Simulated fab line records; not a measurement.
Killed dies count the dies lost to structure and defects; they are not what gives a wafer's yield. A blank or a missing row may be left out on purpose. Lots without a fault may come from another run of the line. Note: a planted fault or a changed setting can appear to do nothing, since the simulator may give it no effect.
Which of the tools did it?    flow nand_harc    24 lots with 72 wafers sampled at 6 steps, on a route of 1302 steps

== WHAT THE GAUGES READ, wafer by wafer ==
The record lacks any reading of a measuring or inspecting step that a usual standard deviation could be used to judge.

== EACH LOT AND THE TOOL THAT RAN IT (in order: tool; ch and the chambers of the sampled wafers; start) ==
lot   NHARC_A_CHANNEL_FILL_D2_CMP_10  NHARC_A_STAIRCASE_TRIM_18                      NHARC_A_STAIRCASE_TRIM_193                     NHARC_A_STAIRCASE_STRIP_205           NHARC_A_STAIRCASE_TRIM_220          NHARC_A_STAIRCASE_ETCH_223
L075  cmp-02 ch 2,3, day 15 15:08     rie_diel-13 ch 0,1,2, day 15 23:41 or earlier  rie_diel-12 ch 0,1,3, day 15 23:41             plasma_asher-02 ch 0,1, day 16 01:04  rie_diel-13 ch 0,2,3, day 16 02:46  rie_diel-13 ch 0,2, no start
L074  cmp-01 ch 1,2,3, day 15 15:09   rie_diel-02 ch 0,1,2, day 16 01:25 or earlier  rie_diel-12 ch 1,2,3, day 16 01:25 or earlier  plasma_asher-01 ch 0,1, day 16 01:25  rie_diel-13 ch 0,2,3, day 16 03:08  rie_diel-13 ch 1,2,3, no start
L076  cmp-04 ch 2,3, day 16 14:11     rie_diel-13 ch 0,1,2, day 17 00:26 or earlier  rie_diel-12 ch 1,2,3, day 17 00:26 or earlier  plasma_asher-01 ch 0,1, day 17 00:26  rie_diel-02 ch 0,1,3, day 17 02:03  rie_diel-02 ch 0,2, no start
L077  cmp-04 ch 2,3, day 17 08:46     rie_diel-13 ch 1,2, day 17 18:50 or earlier    rie_diel-13 ch 1,2,3, day 17 18:50 or earlier  plasma_asher-02 ch 0,1, day 17 18:50  rie_diel-12 ch 1,2, day 17 20:20    rie_diel-12 ch 2,3, no start
L079  cmp-04 ch 0,1,3, day 17 15:49   rie_diel-13 ch 0,1,2, day 18 01:25 or earlier  rie_diel-02 ch 0,2,3, day 18 01:25 or earlier  plasma_asher-01 ch 0,1, day 18 01:25  rie_diel-13 ch 0,1,3, day 18 03:01  rie_diel-13 ch 0,1,3, no start
L078  cmp-01 ch 1,2,3, day 17 15:52   rie_diel-02 ch 0,2,3, day 18 01:47 or earlier  rie_diel-13 ch 0,1,3, day 18 01:47 or earlier  plasma_asher-02 ch 0,1, day 18 01:47  rie_diel-02 ch 0,1,3, day 18 03:21  rie_diel-02 ch 0,1,3, no start
L080  cmp-02 ch 0,2,3, day 18 05:25   rie_diel-13 ch 0,1,2, day 18 20:24 or earlier  rie_diel-02 ch 1,2,3, day 18 20:24 or earlier  plasma_asher-01 ch 0,1, day 18 20:24  rie_diel-12 ch 0,3, day 18 21:47    rie_diel-12 ch 1,2, no start
L081  cmp-04 ch 1,2,3, day 18 05:28   rie_diel-13 ch 1,2,3, day 18 15:08 or earlier  rie_diel-13 ch 1,2, day 18 15:08 or earlier    plasma_asher-02 ch 0,1, day 18 15:08  rie_diel-02 ch 1,3, day 18 16:52    rie_diel-02 ch 2,3, no start
L082  cmp-01 ch 0,2,3, day 18 19:16   rie_diel-12 ch 0,1,3, day 19 05:08 or earlier  rie_diel-13 ch 0,1,2, day 19 05:08 or earlier  plasma_asher-01 ch 0,1, day 19 05:08  rie_diel-02 ch 0,1,2, day 19 06:54  rie_diel-02 ch 0,1, no start
L083  cmp-04 ch 1,2,3, day 19 01:27   rie_diel-02 ch 0,1,2, day 19 12:50 or earlier  rie_diel-13 ch 0,1,2, day 19 12:50 or earlier  plasma_asher-01 ch 0, day 19 12:50    rie_diel-13 ch 0,3, day 19 14:26    rie_diel-13 ch 2,3, no start
L084  cmp-02 ch 1,2, day 19 19:35     rie_diel-12 ch 1,2,3, day 20 05:34 or earlier  rie_diel-12 ch 1,2,3, day 20 05:34 or earlier  plasma_asher-01 ch 0,1, day 20 05:34  rie_diel-12 ch 2,3, day 20 06:59    rie_diel-12 ch 1,2,3, no start
L085  cmp-02 ch 1,2,3, day 20 05:02   rie_diel-13 ch 0,1,3, day 20 14:28 or earlier  rie_diel-12 ch 0,1,3, day 20 14:28 or earlier  plasma_asher-02 ch 0,1, day 20 14:28  rie_diel-12 ch 2,3, day 20 16:01    rie_diel-12 ch 2,3, no start
L087  cmp-04 ch 0,1,3, day 20 12:49   rie_diel-12 ch 0,3, day 21 01:43 or earlier    rie_diel-13 ch 2,3, day 21 01:43 or earlier    plasma_asher-01 ch 0,1, day 21 01:43  rie_diel-02 ch 0,2,3, day 21 03:10  rie_diel-02 ch 0,1,2, no start
L086  cmp-01 ch 0,3, day 20 12:49     rie_diel-12 ch 0,2,3, day 21 01:05 or earlier  rie_diel-12 ch 0,2,3, day 21 01:05 or earlier  plasma_asher-02 ch 0,1, day 21 01:05  rie_diel-13 ch 0,1, day 21 02:29    rie_diel-13 ch 0,3, no start
L088  cmp-02 ch 0,2, day 21 15:35     rie_diel-02 ch 2,3, day 22 06:55 or earlier    rie_diel-13 ch 0,2,3, day 22 06:55 or earlier  plasma_asher-02 ch 1, day 22 06:55    rie_diel-02 ch 0,1,2, day 22 08:29  rie_diel-02 ch 0,1,2, no start
L089  cmp-02 ch 1,2,3, day 21 23:41   rie_diel-13 ch 1,2, day 22 09:12 or earlier    rie_diel-12 ch 0,1,2, day 22 09:12 or earlier  plasma_asher-02 ch 0,1, day 22 09:12  rie_diel-13 ch 1,2,3, day 22 10:47  rie_diel-13 ch 0,1,3, no start
L090  cmp-01 ch 0,1,2, day 22 12:01   rie_diel-12 ch 0,1,3, day 22 21:31 or earlier  rie_diel-12 ch 0,2, day 22 21:31 or earlier    plasma_asher-02 ch 0,1, day 22 21:31  rie_diel-02 ch 0,3, day 22 23:05    rie_diel-02 ch 0,1, no start
L091  cmp-02 ch 2,3, day 22 12:01     rie_diel-13 ch 0,3, day 22 22:04 or earlier    rie_diel-02 ch 0,1, day 22 22:04 or earlier    plasma_asher-02 ch 0,1, day 22 22:04  rie_diel-02 ch 1,3, day 22 23:46    rie_diel-02 ch 0,3, no start
L092  cmp-01 ch 0,1,2, day 22 22:29   rie_diel-02 ch 0,1,3, day 23 08:21 or earlier  rie_diel-12 ch 0,1,3, day 23 08:21 or earlier  plasma_asher-02 ch 0,1, day 23 08:21  rie_diel-13 ch 0,2, day 23 10:02    rie_diel-13 ch 0,1, no start
L093  cmp-01 ch 0,2,3, day 23 10:46   rie_diel-12 ch 1,3, day 23 20:28 or earlier    rie_diel-02 ch 0,2,3, day 23 20:28 or earlier  plasma_asher-02 ch 0,1, day 23 20:28  rie_diel-02 ch 0,1, day 23 21:59    rie_diel-02 ch 0,1,3, no start
L096  cmp-01 ch 2,3, day 24 06:38     rie_diel-13 ch 0,2,3, day 24 16:23 or earlier  rie_diel-12 ch 0,2,3, day 24 16:23 or earlier  plasma_asher-01 ch 0, day 24 16:23    rie_diel-02 ch 0,2,3, day 24 18:00  rie_diel-02 ch 0,2, no start
L094  cmp-02 ch 0,1,3, day 24 06:40   rie_diel-13 ch 1,2,3, day 24 16:46 or earlier  rie_diel-13 ch 0,2,3, day 24 16:46 or earlier  plasma_asher-01 ch 0,1, day 24 16:46  rie_diel-12 ch 0,2,3, day 24 18:19  rie_diel-12 ch 0,1,2, no start
L095  cmp-04 ch 0,2,3, day 24 06:41   rie_diel-02 ch 0,2,3, day 24 17:22 or earlier  rie_diel-02 ch 0,3, day 24 17:22 or earlier    plasma_asher-01 ch 0,1, day 24 17:22  rie_diel-12 ch 0,2,3, day 24 20:02  rie_diel-12 ch 0,3, no start
L097  cmp-02 ch 0,1,3, day 25 02:49   rie_diel-13 ch 1,2, day 25 12:35 or earlier    rie_diel-12 ch 0,2, day 25 12:35 or earlier    plasma_asher-01 ch 0,1, day 25 12:35  rie_diel-13 ch 0,1,3, day 25 14:10  rie_diel-13 ch 0,2,3, no start
- NHARC_A_CHANNEL_FILL_D2_CMP_10: polishes, target thk 150 nm.
- NHARC_A_STAIRCASE_TRIM_18: chemistry O2, time 211.2 s.
- NHARC_A_STAIRCASE_TRIM_193: chemistry O2, time 211.2 s.
- NHARC_A_STAIRCASE_STRIP_205: strips in O2.
- NHARC_A_STAIRCASE_TRIM_220: chemistry O2, time 211.2 s.
- NHARC_A_STAIRCASE_ETCH_223: etches the open film in C4F8/O2, target depth 100 nm, time 40.5 s.

== WHAT THE TOOLS THEMSELVES READ (means of the sampled wafers that have a number; where no wafer has one, the mark that the record gives instead) ==
NHARC_A_CHANNEL_FILL_D2_CMP_10. Usual: motor_current_A 12.1 A, standard deviation 1.2; time_to_endpoint_s 15.1 s, standard deviation 2.3.
lot   tool    motor_current_A (A)  time_to_endpoint_s (s)  flag
L075  cmp-02  11.5                 13.8                    
L074  cmp-01  12.1                 15.8                    
L076  cmp-04  12.4                 16.1                    
L077  cmp-04  12.3                 18.4                    
L079  cmp-04  11.3                 17.7                    
L078  cmp-01  12.6                 15.3                    
L080  cmp-02  11.4                 16.3                    
L081  cmp-04  12.5                 15.8                    
L082  cmp-01  11.9                 13.4                    
L083  cmp-04  12.3                 15.4                    
L084  cmp-02  13.0                 14.6                    
L085  cmp-02  12.4                 15.0                    
L087  cmp-04  11.6                 14.8                    
L086  cmp-01  11.7                 12.7                    
L088  cmp-02  11.0                 15.4                    
L089  cmp-02  12.4                 15.8                    
L090  cmp-01  12.9                 10.6                    
L091  cmp-02  11.4                 14.9                    
L092  cmp-01  12.2                 17.2                    
L093  cmp-01  11.6                 15.5                    
L096  cmp-01  11.5                 16.8                    
L094  cmp-02  12.3                 14.0                    
L095  cmp-04  11.5                 17.9                    
L097  cmp-02  12.5                 14.3                    

NHARC_A_STAIRCASE_TRIM_18. Usual: drypump_motor_current_A 5.8 A, standard deviation 0.54; oes_product_au 1.003 a.u., standard deviation 0.008; rf_vpp_V 57.7 V, standard deviation 0.84; showerhead_plenum_p_Torr 3.50 Torr, standard deviation 0.17; throttle_valve_pct 17.036 %, standard deviation 0.009.
lot   tool         drypump_motor_current_A (A)  oes_product_au (a.u.)  rf_vpp_V (V)  showerhead_plenum_p_Torr (Torr)  throttle_valve_pct (%)  flag
L075  rie_diel-13  5.9                          1.008                  58.2          3.40                             17.033                  
L074  rie_diel-02  5.8                          1.007                  56.9          3.51                             17.031                  
L076  rie_diel-13  6.0                          1.004                  58.0          3.40                             17.033                  
L077  rie_diel-13  6.0                          1.006                  57.1          3.33                             17.044                  
L079  rie_diel-13  6.0                          1.007                  57.4          3.39                             17.038                  
L078  rie_diel-02  6.1                          1.003                  57.6          3.56                             17.042                  
L080  rie_diel-13  6.0                          0.994                  56.7          3.39                             17.039                  
L081  rie_diel-13  5.7                          1.004                  57.3          3.44                             17.030                  
L082  rie_diel-12  5.7                          1.005                  57.7          3.47                             17.030                  
L083  rie_diel-02  5.8                          0.996                  58.6          3.68                             17.044                  
L084  rie_diel-12  5.8                          1.006                  58.5          3.64                             17.027                  
L085  rie_diel-13  6.0                          0.993                  56.4          3.48                             17.025                  
L087  rie_diel-12  5.2                          1.001                  57.2          3.41                             17.040                  
L086  rie_diel-12  5.2                          1.002                  58.1          3.58                             17.039                  
L088  rie_diel-02  6.1                          1.007                  57.8          3.42                             17.039                  
L089  rie_diel-13  5.6                          1.002                  57.4          3.33                             17.034                  
L090  rie_diel-12  5.7                          1.000                  57.3          3.46                             17.030                  
L091  rie_diel-13  6.0                          0.999                  58.1          3.54                             17.029                  
L092  rie_diel-02  5.6                          1.001                  57.5          3.64                             17.035                  
L093  rie_diel-12  6.0                          0.993                  58.4          3.56                             17.038                  
L096  rie_diel-13  5.6                          0.999                  57.2          3.48                             17.044                  
L094  rie_diel-13  5.7                          1.000                  58.1          3.42                             17.041                  
L095  rie_diel-02  6.1                          1.000                  57.5          3.52                             17.029                  
L097  rie_diel-13  6.0                          1.007                  58.3          3.30                             17.030                  

NHARC_A_STAIRCASE_TRIM_193. Usual: drypump_motor_current_A 5.7 A, standard deviation 0.56; oes_product_au 1.002 a.u., standard deviation 0.0079; rf_vpp_V 57.7 V, standard deviation 0.89; showerhead_plenum_p_Torr 3.51 Torr, standard deviation 0.17; throttle_valve_pct 17.037 %, standard deviation 0.0095.
lot   tool         drypump_motor_current_A (A)  oes_product_au (a.u.)  rf_vpp_V (V)  showerhead_plenum_p_Torr (Torr)  throttle_valve_pct (%)  flag
L075  rie_diel-12  5.7                          0.999                  57.2          3.49                             17.034                  
L074  rie_diel-12  5.8                          1.010                  58.9          3.47                             17.038                  
L076  rie_diel-12  5.8                          1.005                  58.4          3.47                             17.042                  
L077  rie_diel-13  5.7                          1.002                  57.7          3.44                             17.040                  
L079  rie_diel-02  6.1                          0.997                  57.4          3.56                             17.025                  
L078  rie_diel-13  6.0                          1.001                  57.8          3.49                             17.044                  
L080  rie_diel-02  5.8                          1.001                  57.9          3.56                             17.044                  
L081  rie_diel-13  5.6                          1.012                  57.4          3.35                             17.046                  
L082  rie_diel-13  5.9                          1.002                  57.6          3.39                             17.035                  
L083  rie_diel-13  6.0                          1.003                  57.1          3.39                             17.039                  
L084  rie_diel-12  5.8                          1.004                  58.9          3.64                             17.035                  
L085  rie_diel-12  5.7                          0.999                  57.4          3.47                             17.032                  
L087  rie_diel-13  5.4                          0.997                  57.6          3.55                             17.033                  
L086  rie_diel-12  5.2                          0.999                  57.2          3.58                             17.041                  
L088  rie_diel-13  5.6                          1.003                  57.5          3.49                             17.043                  
L089  rie_diel-12  5.5                          1.009                  57.5          3.52                             17.028                  
L090  rie_diel-12  5.0                          1.005                  57.3          3.46                             17.040                  
L091  rie_diel-02  5.5                          1.000                  58.9          3.76                             17.039                  
L092  rie_diel-12  5.7                          0.996                  57.5          3.46                             17.037                  
L093  rie_diel-02  6.1                          0.999                  57.5          3.53                             17.030                  
L096  rie_diel-12  5.2                          1.003                  57.2          3.56                             17.037                  
L094  rie_diel-13  5.6                          1.001                  57.6          3.48                             17.042                  
L095  rie_diel-02  5.9                          0.993                  57.0          3.51                             17.037                  
L097  rie_diel-12  5.0                          1.000                  58.5          3.62                             17.033                  

NHARC_A_STAIRCASE_STRIP_205. Usual: drypump_motor_current_A 6.0 A, standard deviation 0.39; heater_power_w 319 W, standard deviation 25.
lot   tool             drypump_motor_current_A (A)  heater_power_w (W)  flag
L075  plasma_asher-02  6.0                          309                 
L074  plasma_asher-01  5.9                          324                 
L076  plasma_asher-01  6.2                          332                 
L077  plasma_asher-02  6.0                          316                 
L079  plasma_asher-01  6.2                          333                 
L078  plasma_asher-02  5.8                          322                 
L080  plasma_asher-01  6.2                          337                 
L081  plasma_asher-02  6.0                          316                 
L082  plasma_asher-01  6.2                          333                 
L083  plasma_asher-01  6.5                          359                 
L084  plasma_asher-01  5.9                          323                 
L085  plasma_asher-02  6.0                          308                 
L087  plasma_asher-01  6.0                          314                 
L086  plasma_asher-02  5.8                          325                 
L088  plasma_asher-02  5.5                          339                 
L089  plasma_asher-02  5.8                          327                 
L090  plasma_asher-02  6.0                          305                 
L091  plasma_asher-02  5.8                          330                 
L092  plasma_asher-02  6.0                          304                 
L093  plasma_asher-02  5.8                          323                 
L096  plasma_asher-01  6.5                          318                 
L094  plasma_asher-01  6.2                          311                 
L095  plasma_asher-01  6.2                          316                 
L097  plasma_asher-01  6.0                          305                 

NHARC_A_STAIRCASE_TRIM_220. Usual: drypump_motor_current_A 5.7 A, standard deviation 0.55; oes_product_au 1.001 a.u., standard deviation 0.0085; rf_vpp_V 57.8 V, standard deviation 0.98; showerhead_plenum_p_Torr 3.53 Torr, standard deviation 0.18; throttle_valve_pct 17.036 %, standard deviation 0.0089.
lot   tool         drypump_motor_current_A (A)  oes_product_au (a.u.)  rf_vpp_V (V)  showerhead_plenum_p_Torr (Torr)  throttle_valve_pct (%)  flag
L075  rie_diel-13  5.7                          1.004                  58.1          3.51                             17.037                  
L074  rie_diel-13  5.6                          1.005                  58.6          3.51                             17.033                  
L076  rie_diel-02  5.6                          0.999                  57.6          3.49                             17.034                  
L077  rie_diel-12  5.6                          1.018                  56.7          3.34                             17.029                  
L079  rie_diel-13  6.0                          1.007                  57.0          3.49                             17.036                  
L078  rie_diel-02  5.6                          1.009                  58.0          3.67                             17.032                  
L080  rie_diel-12  5.2                          0.993                  57.1          3.42                             17.036                  
L081  rie_diel-02  5.3                          0.993                  56.8          3.67                             17.028                  
L082  rie_diel-02  5.8                          0.993                  59.1          3.68                             17.038                  
L083  rie_diel-13  6.0                          1.004                  57.4          3.55                             17.031                  
L084  rie_diel-12  5.3                          1.007                  57.7          3.75                             17.045                  
L085  rie_diel-12  5.3                          0.998                  58.6          3.75                             17.028                  
L087  rie_diel-02  6.1                          1.002                  57.2          3.54                             17.033                  
L086  rie_diel-13  6.3                          1.002                  57.4          3.36                             17.033                  
L088  rie_diel-02  5.8                          1.001                  57.8          3.67                             17.038                  
L089  rie_diel-13  5.7                          1.002                  57.4          3.42                             17.035                  
L090  rie_diel-02  5.8                          1.005                  58.7          3.63                             17.039                  
L091  rie_diel-02  5.3                          0.993                  58.6          3.65                             17.035                  
L092  rie_diel-13  5.6                          0.997                  57.4          3.40                             17.031                  
L093  rie_diel-02  5.5                          1.001                  58.6          3.76                             17.038                  
L096  rie_diel-02  6.1                          1.000                  57.0          3.52                             17.040                  
L094  rie_diel-12  5.3                          1.003                  57.6          3.56                             17.037                  
L095  rie_diel-12  5.2                          0.999                  57.8          3.56                             17.037                  
L097  rie_diel-13  6.0                          1.006                  57.7          3.46                             17.037                  

NHARC_A_STAIRCASE_ETCH_223. Usual: oes_product_au 0.942 a.u., standard deviation 0.011; rf_vpp_V 896 V, standard deviation 6.6.
lot   tool         oes_product_au (a.u.)  rf_vpp_V (V)  flag
L075  rie_diel-13  0.939                  892           
L074  rie_diel-13  0.952                  893           
L076  rie_diel-02  0.951                  900           
L077  rie_diel-12  0.939                  891           
L079  rie_diel-13  0.955                  894           
L078  rie_diel-02  0.943                  901           
L080  rie_diel-12  0.952                  891           
L081  rie_diel-02  0.937                  893           
L082  rie_diel-02  0.921                  905           
L083  rie_diel-13  0.944                  897           
L084  rie_diel-12  0.940                  899           
L085  rie_diel-12  0.932                  902           
L087  rie_diel-02  0.944                  901           
L086  rie_diel-13  0.935                  896           
L088  rie_diel-02  0.938                  901           
L089  rie_diel-13  0.947                  894           
L090  rie_diel-02  0.927                  905           
L091  rie_diel-02  0.928                  895           
L092  rie_diel-13  0.947                  889           
L093  rie_diel-02  0.947                  900           
L096  rie_diel-02  0.941                  896           
L094  rie_diel-12  0.954                  895           
L095  rie_diel-12  0.936                  890           
L097  rie_diel-13  0.945                  894           

== THE ANSWER, worked out from the rows above alone ==
Rule: take the mean of a lot's wafers that have a number; if it is more than 3 standard deviations from the usual mean, the lot is off. Also off: a lot with no number at a reading for which 4 or more lots have one. All remaining lots with rows at the step are treated as sound. After the gauges, taken in route order, come the tools' own readings; for these a lot's mean is taken, as printed above. The first step at which some lot is off is used, and at that step the reading that is off furthest; a lot without a number counts as furthest.
None of the lots is off at any reading shown; this tells nothing.

== WHAT THE SIMULATOR HAD INSERTED ==
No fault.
